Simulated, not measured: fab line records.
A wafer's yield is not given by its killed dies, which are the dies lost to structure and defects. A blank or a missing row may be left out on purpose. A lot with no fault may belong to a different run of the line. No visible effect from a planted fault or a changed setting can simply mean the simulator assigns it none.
Which tool did it? || flow n5Finfet || 27 wafers from 9 lots sampled at 6 of the route's 1938 steps

== WHAT THE GAUGES READ, wafer by wafer ==
N5_FIN_CUT_CD_MEAS_08: target cd 29.1 nm.
{"lot": "L569", "measured": "day 2 03:15", "on": "cdSem-03", "cdNm (nm)": "28.66 29.18 29.23"}
{"lot": "L572", "measured": "day 2 20:36", "on": "cdSem-03", "cdNm (nm)": "28.82 28.71 29.14"}
{"lot": "L573", "measured": "day 3 03:13", "on": "cdSem-02", "cdNm (nm)": "29.24 28.84 29.12"}
{"lot": "L574", "measured": "day 3 09:17", "on": "cdSem-03", "cdNm (nm)": "28.96 29.41 28.58"}
{"lot": "L579", "measured": "day 4 17:41", "on": "cdSem-02", "cdNm (nm)": "27.30 27.47 27.44"}
{"lot": "L581", "measured": "day 5 05:59", "on": "cdSem-01", "cdNm (nm)": "27.72 27.57 27.89"}
{"lot": "L582", "measured": "day 5 13:24", "on": "cdSem-03", "cdNm (nm)": "29.09 29.17 29.21"}
{"lot": "L586", "measured": "day 6 10:36", "on": "cdSem-02", "cdNm (nm)": "29.38 28.98 29.84"}
{"lot": "L587", "measured": "day 6 16:38", "on": "cdSem-03", "cdNm (nm)": "29.12 29.30 29.01"}

N5_BEOL_M4_RC_MEAS_101.
{"lot": "L569", "measured": "day 8 04:23", "on": "prober-01", "DIBL_N (mV/V)": "35.4 36.9 35.3", "DIBL_P (mV/V)": "35.3 37.8 34.9", "IOFF_N (nA/um)": "0.13 0.17 0.14", "IOFF_P (nA/um)": "0.22 0.29 0.23", "ION_N (uA/um)": "672 694 674", "ION_P (uA/um)": "466 484 476", "SS_N (mV/dec)": "71.4 71.1 70.7", "SS_P (mV/dec)": "72.4 73.3 73.0", "VT_N (mV)": "255 249 252", "VT_P (mV)": "-249 -244 -246"}
{"lot": "L572", "measured": "day 8 21:01", "on": "prober-02", "DIBL_N (mV/V)": "32.6 29.3 34.5", "DIBL_P (mV/V)": "34.6 29.7 34.9", "IOFF_N (nA/um)": "0.12 0.08 0.14", "IOFF_P (nA/um)": "0.18 0.12 0.18", "ION_N (uA/um)": "668 652 655", "ION_P (uA/um)": "462 450 451", "SS_N (mV/dec)": "70.5 70.0 71.0", "SS_P (mV/dec)": "72.7 71.0 71.9", "VT_N (mV)": "254 260 252", "VT_P (mV)": "-248 -254 -251"}
{"lot": "L573", "measured": "day 9 03:10", "on": "prober-01", "DIBL_N (mV/V)": "36.8 36.2 34.8", "DIBL_P (mV/V)": "36.1 35.4 34.8", "IOFF_N (nA/um)": "0.18 0.15 0.15", "IOFF_P (nA/um)": "0.25 0.24 0.23", "ION_N (uA/um)": "681 673 678", "ION_P (uA/um)": "471 474 472", "SS_N (mV/dec)": "72.3 71.4 71.2", "SS_P (mV/dec)": "73.8 74.1 73.0", "VT_N (mV)": "249 250 249", "VT_P (mV)": "-244 -245 -247"}
{"lot": "L574", "measured": "day 9 22:53", "on": "prober-02", "DIBL_N (mV/V)": "35.2 36.6 34.1", "DIBL_P (mV/V)": "35.6 37.7 34.7", "IOFF_N (nA/um)": "0.13 0.16 0.12", "IOFF_P (nA/um)": "0.18 0.22 0.16", "ION_N (uA/um)": "658 671 672", "ION_P (uA/um)": "448 462 462", "SS_N (mV/dec)": "72.0 72.2 71.5", "SS_P (mV/dec)": "73.5 73.9 73.3", "VT_N (mV)": "252 248 252", "VT_P (mV)": "-258 -254 -255"}
{"lot": "L579", "measured": "day 10 22:18", "on": "prober-01", "DIBL_N (mV/V)": "36.8 37.4 38.1", "DIBL_P (mV/V)": "36.0 37.1 37.7", "IOFF_N (nA/um)": "0.13 0.16 0.18", "IOFF_P (nA/um)": "0.19 0.21 0.24", "ION_N (uA/um)": "653 679 680", "ION_P (uA/um)": "450 465 473", "SS_N (mV/dec)": "72.2 71.1 72.2", "SS_P (mV/dec)": "72.7 73.3 73.7", "VT_N (mV)": "256 248 249", "VT_P (mV)": "-252 -253 -250"}
{"lot": "L581", "measured": "day 11 03:49", "on": "prober-02", "DIBL_N (mV/V)": "35.2 35.5 32.4", "DIBL_P (mV/V)": "36.3 36.5 32.3", "IOFF_N (nA/um)": "0.16 0.17 0.11", "IOFF_P (nA/um)": "0.22 0.22 0.17", "ION_N (uA/um)": "689 673 650", "ION_P (uA/um)": "471 463 456", "SS_N (mV/dec)": "71.2 71.4 71.5", "SS_P (mV/dec)": "74.0 74.3 72.7", "VT_N (mV)": "249 247 256", "VT_P (mV)": "-249 -249 -249"}
{"lot": "L582", "measured": "day 11 12:02", "on": "prober-01", "DIBL_N (mV/V)": "34.1 33.9 32.4", "DIBL_P (mV/V)": "35.4 34.9 33.7", "IOFF_N (nA/um)": "0.15 0.13 0.12", "IOFF_P (nA/um)": "0.19 0.18 0.16", "ION_N (uA/um)": "672 663 674", "ION_P (uA/um)": "461 459 463", "SS_N (mV/dec)": "70.4 71.3 70.7", "SS_P (mV/dec)": "73.0 72.6 72.8", "VT_N (mV)": "250 251 251", "VT_P (mV)": "-252 -253 -255"}
{"lot": "L586", "measured": "day 12 05:52", "on": "prober-01", "DIBL_N (mV/V)": "37.3 36.9 38.6", "DIBL_P (mV/V)": "38.5 37.9 39.0", "IOFF_N (nA/um)": "0.21 0.20 0.22", "IOFF_P (nA/um)": "0.24 0.23 0.24", "ION_N (uA/um)": "689 689 691", "ION_P (uA/um)": "464 468 463", "SS_N (mV/dec)": "72.4 71.9 71.9", "SS_P (mV/dec)": "74.3 74.2 74.4", "VT_N (mV)": "245 244 246", "VT_P (mV)": "-249 -251 -250"}
{"lot": "L587", "measured": "day 12 20:40", "on": "prober-02", "DIBL_N (mV/V)": "36.1 42.1 37.3", "DIBL_P (mV/V)": "35.7 43.3 37.6", "IOFF_N (nA/um)": "0.13 0.29 0.16", "IOFF_P (nA/um)": "0.20 0.37 0.25", "ION_N (uA/um)": "661 712 677", "ION_P (uA/um)": "461 481 469", "SS_N (mV/dec)": "70.1 71.9 70.5", "SS_P (mV/dec)": "73.6 74.9 74.3", "VT_N (mV)": "252 239 250", "VT_P (mV)": "-250 -239 -246"}

== EACH LOT AND THE TOOL THAT RAN IT (in order: tool; ch and the chambers of the sampled wafers; start) ==
{"lot": "L569", "N5_FIN_SAQP_ETCH_64": "rieSi-01 ch 0,1,3, day 2 02:38", "N5_FIN_CUT_EXPOSE_05": "euvScanner-02 ch 0, day 2 03:07", "N5_FIN_CUT_DESCUM_13": "rieDiel-06 ch 1,3, day 2 03:41", "N5_FIN_CUT_ETCH_21": "rieDiel-06 ch 1,3, day 2 03:46"}
{"lot": "L572", "N5_FIN_SAQP_ETCH_64": "rieSi-01 ch 1,2,3, day 2 20:02", "N5_FIN_CUT_EXPOSE_05": "euvScanner-01 ch 0, day 2 20:29", "N5_FIN_CUT_DESCUM_13": "rieDiel-01 ch 0,3, day 2 20:43", "N5_FIN_CUT_ETCH_21": "rieDiel-01 ch 0,3, day 2 20:49"}
{"lot": "L573", "N5_FIN_SAQP_ETCH_64": "rieSi-01 ch 0,3, day 3 02:31", "N5_FIN_CUT_EXPOSE_05": "euvScanner-02 ch 0, day 3 03:05", "N5_FIN_CUT_DESCUM_13": "rieDiel-01 ch 1,2,3, day 3 03:31", "N5_FIN_CUT_ETCH_21": "rieDiel-01 ch 1,2,3, day 3 03:36"}
{"lot": "L574", "N5_FIN_SAQP_ETCH_64": "rieSi-04 ch 0,3, day 3 08:42", "N5_FIN_CUT_EXPOSE_05": "euvScanner-02 ch 0, day 3 09:09", "N5_FIN_CUT_DESCUM_13": "rieDiel-06 ch 0,2, day 3 09:24", "N5_FIN_CUT_ETCH_21": "rieDiel-06 ch 0,2, day 3 09:29"}
{"lot": "L579", "N5_FIN_SAQP_ETCH_64": "rieSi-01 ch 1,2,3, day 4 16:59", "N5_FIN_CUT_EXPOSE_05": "euvScanner-02 ch 0, day 4 17:33", "N5_FIN_CUT_DESCUM_13": "rieDiel-01 ch 0,1,3, day 4 18:01", "N5_FIN_CUT_ETCH_21": "rieDiel-01 ch 0,1,3, day 4 18:06"}
{"lot": "L581", "N5_FIN_SAQP_ETCH_64": "rieSi-03 ch 0,2,3, day 5 05:17", "N5_FIN_CUT_EXPOSE_05": "euvScanner-02 ch 0, day 5 05:51", "N5_FIN_CUT_DESCUM_13": "rieDiel-06 ch 0,1,2, day 5 06:07", "N5_FIN_CUT_ETCH_21": "rieDiel-06 ch 0,1,2, day 5 06:12"}
{"lot": "L582", "N5_FIN_SAQP_ETCH_64": "rieSi-01 ch 0,1,2, day 5 12:43", "N5_FIN_CUT_EXPOSE_05": "euvScanner-01 ch 0, day 5 13:16", "N5_FIN_CUT_DESCUM_13": "rieDiel-04 ch 2,3, day 5 13:35", "N5_FIN_CUT_ETCH_21": "rieDiel-04 ch 2,3, day 5 13:40"}
{"lot": "L586", "N5_FIN_SAQP_ETCH_64": "rieSi-01 ch 1,2, day 6 09:54", "N5_FIN_CUT_EXPOSE_05": "euvScanner-01 ch 0, day 6 10:28", "N5_FIN_CUT_DESCUM_13": "rieDiel-01 ch 0,1, day 6 10:44", "N5_FIN_CUT_ETCH_21": "rieDiel-01 ch 0,1, day 6 10:49"}
{"lot": "L587", "N5_FIN_SAQP_ETCH_64": "rieSi-04 ch 0,1,2, day 6 16:04", "N5_FIN_CUT_EXPOSE_05": "euvScanner-01 ch 0, day 6 16:31", "N5_FIN_CUT_DESCUM_13": "rieDiel-06 ch 0,3, day 6 16:47", "N5_FIN_CUT_ETCH_21": "rieDiel-06 ch 0,3, day 6 16:52"}
- N5_FIN_SAQP_ETCH_64: etches SiO2 in CF4, target depth 1.5 nm.
- N5_FIN_CUT_EXPOSE_05: exposes mask FIN CUT.
- N5_FIN_CUT_DESCUM_13: chemistry O2, time 7 s.
- N5_FIN_CUT_ETCH_21: etches SOC in N2/H2, target depth 219 nm, overetch 43.8 nm, time 523.5 s.

== AS READ BY THE TOOLS THEMSELVES (means over the sampled wafers that have a number; for cases with no such wafer, the mark the record gives instead) ==
N5_FIN_SAQP_ETCH_64.
{"lot": "L569", "tool": "rieSi-01", "drypumpMotorCurrentA (A)": 5.55, "oesProductAu (a.u.)": 0.986, "throttleValvePct (%)": 21.64}
{"lot": "L572", "tool": "rieSi-01", "drypumpMotorCurrentA (A)": 5.53, "oesProductAu (a.u.)": 1.002, "throttleValvePct (%)": 21.66}
{"lot": "L573", "tool": "rieSi-01", "drypumpMotorCurrentA (A)": 5.51, "oesProductAu (a.u.)": 0.977, "throttleValvePct (%)": 21.54}
{"lot": "L574", "tool": "rieSi-04", "drypumpMotorCurrentA (A)": 5.38, "oesProductAu (a.u.)": 0.989, "throttleValvePct (%)": 21.81}
{"lot": "L579", "tool": "rieSi-01", "drypumpMotorCurrentA (A)": 5.53, "oesProductAu (a.u.)": 0.985, "throttleValvePct (%)": 21.65}
{"lot": "L581", "tool": "rieSi-03", "drypumpMotorCurrentA (A)": 5.54, "oesProductAu (a.u.)": 0.976, "throttleValvePct (%)": 21.74}
{"lot": "L582", "tool": "rieSi-01", "drypumpMotorCurrentA (A)": 5.67, "oesProductAu (a.u.)": 1.008, "throttleValvePct (%)": 21.79}
{"lot": "L586", "tool": "rieSi-01", "drypumpMotorCurrentA (A)": 5.68, "oesProductAu (a.u.)": 1.019, "throttleValvePct (%)": 21.80}
{"lot": "L587", "tool": "rieSi-04", "drypumpMotorCurrentA (A)": 5.24, "oesProductAu (a.u.)": 0.978, "throttleValvePct (%)": 21.62}

N5_FIN_CUT_EXPOSE_05.
{"lot": "L569", "tool": "euvScanner-02", "exposureDoseMJCm2": 45.6}
{"lot": "L572", "tool": "euvScanner-01", "exposureDoseMJCm2": 45.7}
{"lot": "L573", "tool": "euvScanner-02", "exposureDoseMJCm2": 45.6}
{"lot": "L574", "tool": "euvScanner-02", "exposureDoseMJCm2": 45.6}
{"lot": "L579", "tool": "euvScanner-02", "exposureDoseMJCm2": 41.8}
{"lot": "L581", "tool": "euvScanner-02", "exposureDoseMJCm2": 42.5}
{"lot": "L582", "tool": "euvScanner-01", "exposureDoseMJCm2": 46.3}
{"lot": "L586", "tool": "euvScanner-01", "exposureDoseMJCm2": 46.3}
{"lot": "L587", "tool": "euvScanner-01", "exposureDoseMJCm2": 46.2}

N5_FIN_CUT_DESCUM_13.
{"lot": "L569", "tool": "rieDiel-06", "drypumpMotorCurrentA (A)": 5.7, "o2FlowSccm (sccm)": 225.5, "oesProductAu (a.u.)": 0.80, "rfVppV (V)": 242.1, "showerheadPlenumPTorr (Torr)": 1.99, "throttleValvePct (%)": 20.25}
{"lot": "L572", "tool": "rieDiel-01", "drypumpMotorCurrentA (A)": 6.0, "o2FlowSccm (sccm)": 224.4, "oesProductAu (a.u.)": 0.72, "rfVppV (V)": 242.3, "showerheadPlenumPTorr (Torr)": 2.05, "throttleValvePct (%)": 20.49}
{"lot": "L573", "tool": "rieDiel-01", "drypumpMotorCurrentA (A)": 5.8, "o2FlowSccm (sccm)": 224.7, "oesProductAu (a.u.)": 0.76, "rfVppV (V)": 243.3, "showerheadPlenumPTorr (Torr)": 2.12, "throttleValvePct (%)": 20.46}
{"lot": "L574", "tool": "rieDiel-06", "drypumpMotorCurrentA (A)": 5.1, "o2FlowSccm (sccm)": 225.7, "oesProductAu (a.u.)": 0.72, "rfVppV (V)": 242.8, "showerheadPlenumPTorr (Torr)": 2.04, "throttleValvePct (%)": 20.51}
{"lot": "L579", "tool": "rieDiel-01", "drypumpMotorCurrentA (A)": 6.2, "o2FlowSccm (sccm)": 224.6, "oesProductAu (a.u.)": 0.73, "rfVppV (V)": 242.9, "showerheadPlenumPTorr (Torr)": 2.06, "throttleValvePct (%)": 20.60}
{"lot": "L581", "tool": "rieDiel-06", "drypumpMotorCurrentA (A)": 5.3, "o2FlowSccm (sccm)": 225.1, "oesProductAu (a.u.)": 0.75, "rfVppV (V)": 241.5, "showerheadPlenumPTorr (Torr)": 2.02, "throttleValvePct (%)": 20.39}
{"lot": "L582", "tool": "rieDiel-04", "drypumpMotorCurrentA (A)": 6.0, "o2FlowSccm (sccm)": 224.5, "oesProductAu (a.u.)": 0.77, "rfVppV (V)": 245.2, "showerheadPlenumPTorr (Torr)": 2.15, "throttleValvePct (%)": 20.36}
{"lot": "L586", "tool": "rieDiel-01", "drypumpMotorCurrentA (A)": 6.3, "o2FlowSccm (sccm)": 225.6, "oesProductAu (a.u.)": 0.74, "rfVppV (V)": 242.0, "showerheadPlenumPTorr (Torr)": 2.06, "throttleValvePct (%)": 20.68}
{"lot": "L587", "tool": "rieDiel-06", "drypumpMotorCurrentA (A)": 5.9, "o2FlowSccm (sccm)": 225.0, "oesProductAu (a.u.)": 0.73, "rfVppV (V)": 243.4, "showerheadPlenumPTorr (Torr)": 2.12, "throttleValvePct (%)": 20.65}

N5_FIN_CUT_ETCH_21.
{"lot": "L569", "tool": "rieDiel-06", "drypumpMotorCurrentA (A)": 5.8, "oesProductAu (a.u.)": 0.74, "rfVppV (V)": 238.8, "showerheadPlenumPTorr (Torr)": 2.43, "throttleValvePct (%)": 17.78}
{"lot": "L572", "tool": "rieDiel-01", "drypumpMotorCurrentA (A)": 6.0, "oesProductAu (a.u.)": 0.66, "rfVppV (V)": 239.7, "showerheadPlenumPTorr (Torr)": 2.49, "throttleValvePct (%)": 17.88}
{"lot": "L573", "tool": "rieDiel-01", "drypumpMotorCurrentA (A)": 5.8, "oesProductAu (a.u.)": 0.71, "rfVppV (V)": 241.8, "showerheadPlenumPTorr (Torr)": 2.58, "throttleValvePct (%)": 17.83}
{"lot": "L574", "tool": "rieDiel-06", "drypumpMotorCurrentA (A)": 5.1, "oesProductAu (a.u.)": 0.67, "rfVppV (V)": 240.0, "showerheadPlenumPTorr (Torr)": 2.49, "throttleValvePct (%)": 17.94}
{"lot": "L579", "tool": "rieDiel-01", "drypumpMotorCurrentA (A)": 6.1, "oesProductAu (a.u.)": 0.68, "rfVppV (V)": 240.3, "showerheadPlenumPTorr (Torr)": 2.49, "throttleValvePct (%)": 17.95}
{"lot": "L581", "tool": "rieDiel-06", "drypumpMotorCurrentA (A)": 5.3, "oesProductAu (a.u.)": 0.69, "rfVppV (V)": 240.0, "showerheadPlenumPTorr (Torr)": 2.47, "throttleValvePct (%)": 17.90}
{"lot": "L582", "tool": "rieDiel-04", "drypumpMotorCurrentA (A)": 6.0, "oesProductAu (a.u.)": 0.71, "rfVppV (V)": 241.9, "showerheadPlenumPTorr (Torr)": 2.61, "throttleValvePct (%)": 17.68}
{"lot": "L586", "tool": "rieDiel-01", "drypumpMotorCurrentA (A)": 6.3, "oesProductAu (a.u.)": 0.69, "rfVppV (V)": 239.8, "showerheadPlenumPTorr (Torr)": 2.50, "throttleValvePct (%)": 18.03}
{"lot": "L587", "tool": "rieDiel-06", "drypumpMotorCurrentA (A)": 6.0, "oesProductAu (a.u.)": 0.68, "rfVppV (V)": 240.8, "showerheadPlenumPTorr (Torr)": 2.54, "throttleValvePct (%)": 17.92}

== THE ANSWER, worked out from the rows above alone ==
Rule: what is usual is taken from the lots themselves. Put in order of their means at a reading, lots are off if they are a third of the lots or fewer, leave a main group of 4 or more, and stand apart from it by a gap of 3 or more times the standard deviation of the main group's means; of several such gaps the widest counts. If all means in a main group match to the digits the tables above print for the reading, that group is not used. A lot without any number at a reading at which 4 lots or more have one is off too. All remaining lots with rows at the step are treated as sound. After the gauges, taken in route order, come the tools' own readings; for these a lot's mean is taken, as printed above. The first step at which some lot is off is used, and at that step the reading that is off furthest; a lot without a number counts as furthest.
Off: L579, L581, at N5_FIN_CUT_CD_MEAS_08 (cdNm). Main group: mean 29.09 nm, sd 0.15.
If a tool, at a process step before that reading, ran all the lots that are off and no sound lot after the first of them, it fits. Not tried: the gauges at N5_FIN_CUT_CD_MEAS_08; whatever is off there is also off at N5_FIN_CUT_EXPOSE_05, on other tools, and gauge error can't account for it. One fits: N5_FIN_CUT_EXPOSE_05 on euvScanner-02. A fault onset in the window from L574 (day 3 09:09, its last sound lot) to L579 (day 4 17:33, its first lot off) fits.
The tool's own readings at N5_FIN_CUT_EXPOSE_05 bear it out: on the lots that are off they differ by more than 5 times the standard deviation of the sound lots' means. exposureDoseMJCm2 reads 42.1 there against 45.9 on the sound lots.

== WHAT HAD BEEN PUT IN BY THE SIMULATOR ==
Process parameters drifting: euvScanner-02 at N5_FIN_CUT_EXPOSE_05, beginning at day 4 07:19. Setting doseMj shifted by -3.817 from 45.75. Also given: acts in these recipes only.
Lots struck among those shown: L579, L581. The rule above reached the same finding.
